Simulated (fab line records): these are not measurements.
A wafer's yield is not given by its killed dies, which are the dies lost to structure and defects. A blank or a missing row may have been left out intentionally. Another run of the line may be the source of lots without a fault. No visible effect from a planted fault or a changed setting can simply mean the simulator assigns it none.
What tool caused it? || flow n5-finfet || 24 lots, 72 wafers sampled, at 1 step of a route of 1938

## WHAT EACH GAUGE READ, for each wafer
N5_BEOL_M2_CD_MEAS_35: target cd 18 nm, target cd y 22.2 nm. Usual: cd-nm 18.1 nm, standard deviation 0.34.
{"lot": "L074", "measured": "day 6 18:38", "on": "cd-sem-03", "cd-nm (nm)": "18.2 17.9 17.7", "flag": ""}
{"lot": "L075", "measured": "day 6 22:34", "on": "cd-sem-01", "cd-nm (nm)": "18.4 18.7 17.9", "flag": ""}
{"lot": "L076", "measured": "day 6 23:31", "on": "cd-sem-03", "cd-nm (nm)": "17.8 17.7 17.5", "flag": ""}
{"lot": "L077", "measured": "day 7 08:31", "on": "cd-sem-03", "cd-nm (nm)": "17.8 18.7 18.6", "flag": ""}
{"lot": "L078", "measured": "day 7 23:39", "on": "cd-sem-01", "cd-nm (nm)": "17.8 18.0 18.3", "flag": ""}
{"lot": "L079", "measured": "day 8 04:24", "on": "cd-sem-03", "cd-nm (nm)": "17.9 18.0 17.7", "flag": ""}
{"lot": "L080", "measured": "day 8 12:32", "on": "cd-sem-03", "cd-nm (nm)": "18.3 18.0 18.6", "flag": ""}
{"lot": "L081", "measured": "day 8 20:41", "on": "cd-sem-03", "cd-nm (nm)": "17.7 18.0 17.4", "flag": ""}
{"lot": "L082", "measured": "day 9 02:20", "on": "cd-sem-01", "cd-nm (nm)": "18.3 18.9 18.5", "flag": ""}
{"lot": "L083", "measured": "day 9 02:21", "on": "cd-sem-03", "cd-nm (nm)": "18.3 17.5 18.3", "flag": ""}
{"lot": "L084", "measured": "day 9 12:26", "on": "cd-sem-02", "cd-nm (nm)": "17.3 18.0 18.2", "flag": ""}
{"lot": "L085", "measured": "day 9 20:40", "on": "cd-sem-03", "cd-nm (nm)": "17.8 17.6 17.9", "flag": ""}
{"lot": "L086", "measured": "day 9 21:04", "on": "cd-sem-03", "cd-nm (nm)": "18.0 17.6 17.7", "flag": ""}
{"lot": "L087", "measured": "day 10 03:10", "on": "cd-sem-02", "cd-nm (nm)": "18.1 17.8 18.2", "flag": ""}
{"lot": "L088", "measured": "day 10 09:13", "on": "cd-sem-03", "cd-nm (nm)": "17.7 18.8 18.3", "flag": ""}
{"lot": "L089", "measured": "day 10 17:45", "on": "cd-sem-01", "cd-nm (nm)": "18.3 18.2 18.6", "flag": ""}
{"lot": "L090", "measured": "day 10 23:49", "on": "cd-sem-02", "cd-nm (nm)": "18.2 17.8 18.2", "flag": ""}
{"lot": "L091", "measured": "day 10 23:55", "on": "cd-sem-02", "cd-nm (nm)": "18.0 18.2 18.2", "flag": ""}
{"lot": "L093", "measured": "day 11 03:06", "on": "cd-sem-03", "cd-nm (nm)": "18.3 17.8 17.7", "flag": ""}
{"lot": "L092", "measured": "day 11 04:08", "on": "cd-sem-01", "cd-nm (nm)": "18.1 18.0 17.6", "flag": ""}
{"lot": "L094", "measured": "day 12 08:43", "on": "cd-sem-01", "cd-nm (nm)": "18.8 18.3 18.3", "flag": ""}
{"lot": "L095", "measured": "day 12 13:51", "on": "cd-sem-03", "cd-nm (nm)": "18.5 18.4 17.8", "flag": ""}
{"lot": "L097", "measured": "day 12 17:30", "on": "cd-sem-02", "cd-nm (nm)": "17.8 18.0 18.0", "flag": ""}
{"lot": "L096", "measured": "day 12 17:31", "on": "cd-sem-01", "cd-nm (nm)": "18.3 18.3 18.0", "flag": ""}

## WHICH TOOL RAN EACH LOT (tool, then ch and the chambers of the sampled wafers, then the start)
There is no process step in the record ahead of these readings.

## WHAT THE TOOLS THEMSELVES READ (means of the sampled wafers that have a number; where no wafer has one, the mark that the record gives instead)
The record holds no such reading with a usual standard deviation.

## THE ANSWER, worked out from the rows above alone
Rule: lot off if the mean of its wafers having a number is beyond 3 standard deviations from the usual mean. Also off: a lot with no number at a reading for which 4 or more lots have one. The other lots that the step has rows for count as sound. First the gauges in route order, then the tools' own readings, where a lot's mean is used as printed above. The first step at which some lot is off is used, and at that step the reading that is off furthest; a lot without a number counts as furthest.
No lot is off at any reading shown: from this, nothing can be told.

## WHAT THE SIMULATOR PUT IN
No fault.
